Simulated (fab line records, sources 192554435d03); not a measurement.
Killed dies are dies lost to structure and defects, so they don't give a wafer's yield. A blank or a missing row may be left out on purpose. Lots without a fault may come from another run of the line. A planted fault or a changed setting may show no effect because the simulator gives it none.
fab line records | flow n5_finfet
record lots=7 wafers=21 last_day=18
route steps=1938 shown WELL_APT@35 PASSIVATION@1936
lots that met no fault: from a run of the same line without faults
start_h: hours from the record's first day to the start of the lot's first wafer shown | wait_h: hours since the lot's step before | " the same as in the row above | L1.1+2: a row that stands for several wafers | - no value, or no start given | * or withheld: withheld | < > ~ a bound
route shown NAME@n: a module of which the file shows steps, and the number in the route of the first | usual: mean/standard deviation of fault-free wafers | same: alike in all rows | chamber/n: place in a boat | sites: the reading at each site | _std_site: their standard deviation | _edge_site: outer sites' mean less inner sites' | radius_mm: how far each site lies from the wafer's centre | mask NAME#n: copy n | behind: the tool/chamber that last shaped the wafer | hold: why the lot was held/for how many hours/how that ended | device: the transistor (n, p or np) that didn't switch | end of line: the same wafers' tests at the end of the route | a step without rows: its recipe alone | killed: dies lost to structure and defects at the first sort, not the wafer's yield | map: a wafer's dies, x killed, . not, _ none there
set.NAME: the setting as run; set.NAME@STEP: as run at that earlier step | model.NAME: the simulator's own value behind a step, which no gauge read
lots at some steps of the route; a table a step, a row a wafer
services: from which hour (start_h, from the record's first day; less than 0 if before it) a tool's chamber was out of use, for how many hours, and why
## steps
# step N5_WELL_APT_HMDS_18
# recipe time_s=60 temp_c=120
# step N5_WELL_APT_COAT_19
# recipe spin_rpm=1357 resist_thk_nm=950
# step N5_WELL_APT_EBR_21
# recipe solvent=PGMEA ebr_width_mm=1.5
# step N5_WELL_APT_SOFTBAKE_20
# recipe temp_c=130 time_s=60
# step N5_WELL_APT_EXPOSE_22
# recipe mask_id=PWELL na=0.8 source_shape=conventional sigma_outer=0.8 polarization=unpolarized defocus_nm=0 target_cd_nm=200 dose_mj=23.2
# step N5_WELL_APT_PEB_23
# recipe peb_temp_c=130 peb_time_s=90
# step N5_WELL_APT_DEVELOP_24
# recipe develop_time_s=45 rinse_liquid=surfactant_rinse dry=air_spin dev_temp_c=21
# step N5_WELL_APT_HARDBAKE_29
# recipe temp_c=130 time_s=120
# step N5_WELL_APT_CD_MEAS_25
# recipe target_cd_nm=200 landing_energy_ev=500 detector=se_inlens
# usual cd_nm=200/3.1
# columns lot.wafer tool chamber start_h wait_h cd_nm
L607.3 cd_sem-01 0 39.06 - 194
L607.5 " 0 " " 198
L607.6 " 0 " " 201
L609.3 cd_sem-01 0 50.80 - 205
L609.4 " 0 " " 201
L609.5 " 0 " " 199
L611.1 cd_sem-02 0 63.25 - 203
L611.3 " 0 " " 200
L611.6 " 0 " " 201
L612.1 cd_sem-03 0 69.90 - 199
L612.5 " 0 " " 201
L612.6 " 0 " " 198
L615.2 cd_sem-01 0 86.97 - 202
L615.4 " 0 " " 205
L615.6 " 0 " " 203
L616.1 cd_sem-01 0 93.02 - 196
L616.2 " 0 " " 201
L616.5 " 0 " " 198
L623.2 cd_sem-03 0 135.09 - 198
L623.4 " 0 " " 201
L623.6 " 0 " " 206
# step N5_WELL_APT_OVL_MEAS_26
# recipe points_per_wafer=44
# usual PWELL_OVL=-3/5.4
# columns lot.wafer tool chamber start_h wait_h PWELL_OVL[nm]
L607.3 overlay-01 0 39.09 0.0 -1
L607.5 " 0 " " 1
L607.6 " 0 " " -7
L609.3 overlay-01 0 50.83 0.0 -1
L609.4 " 0 " " 6
L609.5 " 0 " " -1
L611.1 overlay-02 0 63.28 0.0 -1
L611.3 " 0 " " -4
L611.6 " 0 " " -2
L612.1 overlay-02 0 69.93 0.0 -3
L612.5 " 0 " " -1
L612.6 " 0 " " 5
L615.2 overlay-02 0 87.00 0.0 -4
L615.4 " 0 " " -3
L615.6 " 0 " " -5
L616.1 overlay-01 0 93.05 0.0 -5
L616.2 " 0 " " 6
L616.5 " 0 " " -7
L623.2 overlay-02 0 135.12 0.0 -6
L623.4 " 0 " " -9
L623.6 " 0 " " -13
# step N5_WELL_APT_INSPECT_27
# recipe mode=adi inspect_instrument=macro
# usual raw_defect_count=2.1/1.6
# columns lot.wafer tool chamber start_h wait_h raw_defect_count
L607.3 defect_inspect-01 - 39.11 0.0 0
L607.5 " - " " 4
L607.6 " - " " 3
L609.3 defect_inspect-02 - 50.86 0.0 3
L609.4 " - " " 5
L609.5 " - " " 3
L611.1 defect_inspect-02 - 63.31 0.0 1
L611.3 " - " " 1
L611.6 " - " " 3
L612.1 defect_inspect-01 - 69.95 0.0 6
L612.5 " - " " 4
L612.6 " - " " 1
L615.2 defect_inspect-02 - 87.03 0.0 1
L615.4 " - " " 7
L615.6 " - " " 2
L616.1 defect_inspect-02 - 93.07 0.0 4
L616.2 " - " " 0
L616.5 " - " " 1
L623.2 defect_inspect-02 - 135.14 0.0 2
L623.4 " - " " 0
L623.6 " - " " 2
# step N5_WELL_APT_DESCUM_30
# recipe chemistry=O2 time_s=7.9 source_power_w=50 bias_power_w=20 pressure_mtorr=20 rf_frequency_hz=2.712e+07 temp_c=40 o2_flow_sccm=225
# usual bias_power_w=19.99/0.06 drypump_motor_current_A=5.6/0.41 oes_product_au=0.79/0.056 rf_vpp_V=243.1/1.4 showerhead_plenum_p_Torr=2.09/0.065 throttle_valve_pct=20.43/0.21
# columns lot.wafer tool chamber start_h wait_h bias_power_w drypump_motor_current_A oes_product_au rf_hours_counter_h rf_vpp_V showerhead_plenum_p_Torr throttle_valve_pct
L607.3 rie_diel-02 1 39.15 0.0 19.95 5.2 0.80 76 243.1 2.11 20.23
L607.5 " 2 " " 19.90 5.8 0.84 - 245.0 2.18 20.08
L607.6 " 0 " " 19.99 6.1 0.85 - 244.9 2.01 20.23
L609.3 rie_diel-01 1 50.89 0.0 20.04 5.7 0.83 60 242.9 2.04 20.13
L609.4 " 3 " " 20.03 5.4 0.78 102 242.4 2.03 20.60
L609.5 " 1 " " 19.96 5.7 0.85 - 241.4 2.04 20.14
L611.1 rie_diel-04 1 63.89 0.6 19.98 5.8 0.82 89 244.2 2.15 20.50
L611.3 " 0 " " 20.03 5.5 0.73 198 240.7 2.01 20.44
L611.6 " 2 " " 19.91 4.7 0.71 - 245.4 2.14 20.73
L612.1 rie_diel-01 0 71.44 1.5 19.97 6.3 0.78 87 241.8 2.04 20.61
L612.5 " 2 " " 20.10 5.6 0.86 - 244.1 2.13 20.25
L612.6 " 3 " " 20.05 5.4 0.77 - 241.8 2.03 20.60
L615.2 rie_diel-04 1 87.06 0.0 19.99 5.8 0.82 100 243.8 2.14 20.52
L615.4 " 2 " " 20.01 4.7 0.70 - 244.6 2.13 20.76
L615.6 " 1 " " 19.86 5.8 0.81 - 244.4 2.14 20.52
L616.1 rie_diel-04 2 93.11 0.0 20.16 4.7 0.71 246 244.7 2.13 20.76
L616.2 " 1 " " 19.95 5.8 0.82 102 242.1 2.14 20.51
L616.5 " 1 " " 20.00 5.8 0.81 - 243.6 2.14 20.51
L623.2 rie_diel-01 2 135.23 0.1 19.99 5.6 0.82 75 243.4 2.12 20.27
L623.4 " 1 " " 20.03 5.7 0.83 82 243.2 2.03 20.14
L623.6 " 0 " " 20.00 6.3 0.77 - 241.3 2.04 20.63
# step N5_WELL_APT_IMPLANT_31
# recipe species=B energy_kev=60 dose_cm2=1.5e+13 tilt_deg=0 rotation_deg=0
# usual beam_on_s=10.01/0.19 dose_ions_cm2=1.4998e+13/1.5e+10 faraday_current_uA=190/3.6
# columns lot.wafer tool chamber start_h wait_h beam_on_s dose_ions_cm2 faraday_current_uA
L607.3 implanter-02 0 39.31 0.1 10.09 1.497e+13 189
L607.5 " 0 " " 9.96 1.4992e+13 191
L607.6 " 0 " " 10.43 1.4999e+13 182
L609.3 implanter-02 0 51.05 0.1 9.90 1.4995e+13 192
L609.4 " 0 " " 10.25 1.501e+13 185
L609.5 " 0 " " 9.93 1.5016e+13 192
L611.1 implanter-02 0 63.99 0.1 10.14 1.7677e+13 223
L611.3 " 0 " " 9.87 1.7722e+13 227
L611.6 " 0 " " 10.21 1.7697e+13 220
L612.1 implanter-02 0 71.54 0.1 9.86 1.7683e+13 228
L612.5 " 0 " " 9.93 1.7674e+13 226
L612.6 " 0 " " 10.15 1.7699e+13 222
L615.2 implanter-02 0 87.19 0.1 9.73 1.7699e+13 230
L615.4 " 0 " " 10.40 1.7702e+13 215
L615.6 " 0 " " 9.77 1.77e+13 228
L616.1 implanter-01 0 93.21 0.1 10.06 1.5011e+13 189
L616.2 " 0 " " 9.95 1.4994e+13 190
L616.5 " 0 " " 10.15 1.4991e+13 188
L623.2 implanter-01 0 135.36 0.1 9.65 1.5014e+13 199
L623.4 " 0 " " 10.25 1.4993e+13 186
L623.6 " 0 " " 10.06 1.5023e+13 188
# step N5_WELL_APT_IMPLANT_32
# recipe species=BF2 energy_kev=50 dose_cm2=2e+13 tilt_deg=0 rotation_deg=0
# step N5_PASSIVATION_PROBE_49
# usual killed_at_M0_to_M3=34/11 killed_at_M4_up=14/5.6 killed_at_contacts=13/5.9 killed_at_front_end=40/11 killed_at_other=4/3.1 killed_dies=105/16 killed_open=68/11 killed_short=34/8.4
# same gross_dies=1180 killed_at_back_side=0
# columns lot.wafer tool chamber start_h wait_h killed_at_M0_to_M3 killed_at_M4_up killed_at_contacts killed_at_front_end killed_at_other killed_dies killed_open killed_short
L607.3 prober-02 - 299.62 0.1 25 3 12 30 3 73 49 24
L607.5 prober-02 - 299.72 0.2 28 17 13 24 2 84 51 26
L607.6 prober-02 - 299.77 0.3 30 11 10 26 2 79 51 19
# killed by level:class
L607.3 FIN_SAQP:geometric_particle:open=10 MOL_CONTACT_COAG:geometric_particle:open=8 BEOL_M3:geometric_particle:open=7 BEOL_M1:geometric_particle:open=5 FIN_SAQP:geometric_particle:short=4 MOL_CONTACT_COAG:geometric_particle:short=4 BEOL_M0:geometric_particle:short=3 BEOL_M0:geometric_particle:open=3
L607.5 MOL_CONTACT_COAG:geometric_particle:open=11 BEOL_M3:geometric_particle:open=9 GATE_CUT:geometric_particle:short=7 BEOL_M0_SAQP:geometric_particle:open=4 BEOL_M0:geometric_particle:open=4 BEOL_M2:geometric_particle:open=4 STI_FIN_REVEAL:geometric_particle:open=3 BEOL_M4:geometric_particle:short=3
L607.6 MOL_CONTACT_COAG:geometric_particle:open=9 BEOL_M2:geometric_particle:open=8 HKMG_FIN:area_etch=8 STARTING-WAFER:geometric_particle:open=5 BEOL_M3:geometric_particle:open=4 FIN_SAQP:geometric_particle:open=3 BEOL_M0_SAQP:geometric_particle:short=3 BEOL_M0:geometric_particle:open=3
## services
# columns tool chamber start_h hours kind
rie_diel-02 1 23.70 4.1 repair
rie_diel-02 3 27.84 - clean
rie_diel-02 3 27.84 - consumable_replace:focus_ring
rie_diel-02 3 27.84 13.8 scheduled_down
rie_diel-02 3 27.84 13.8 vent_cycle
rie_diel-01 - 55.43 14.6 pm
rie_diel-01 1 71.65 13.0 repair
rie_diel-04 3 85.35 15.4 repair
rie_diel-01 3 89.17 31.4 repair
rie_diel-04 2 100.77 - clean
rie_diel-04 2 100.77 - consumable_replace:focus_ring
rie_diel-04 2 100.77 24.5 scheduled_down
rie_diel-04 2 100.77 24.5 vent_cycle
rie_diel-01 - 116.22 0.3 repair
rie_diel-04 - 134.04 2.8 pm
## key
first_sign step=N5_WELL_APT_IMPLANT_31 reading=dose_ions_cm2 direction=up sigmas=99+ usual=1.4998e+13 struck=1.7695e+13
effect step=N5_WELL_APT_IMPLANT_31 reading=faraday_current_uA direction=up sigmas=9.4 usual=190 struck=224
met_at N5_WELL_APT_IMPLANT_31
struck_wafers L611.1,L611.3,L611.6,L612.1,L612.5,L612.6,L615.2,L615.4,L615.6
rows_end L612.1,L612.5,L612.6
tester_left_out L611,L615
onset_between 51.05 63.99
fault kind=process_parameter_drift tool=implanter-02 chamber=- onset_h=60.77 steps=N5_WELL_APT_IMPLANT_31 channel=dose_cm2 offset=2.7003e+12 shape=step acts_in=these_recipes_only stated=1.5e+13
# tester_left_out: of these lots the tester's yield and bins aren't shown, on N5 and GAA mostly nor the transistor test; their killed dies are dies lost to structure and defects alone, not to doping, threshold or leakage, so they don't give the yield
# rows_end: these wafers met a further fault down the route, and their rows from its step on are left out
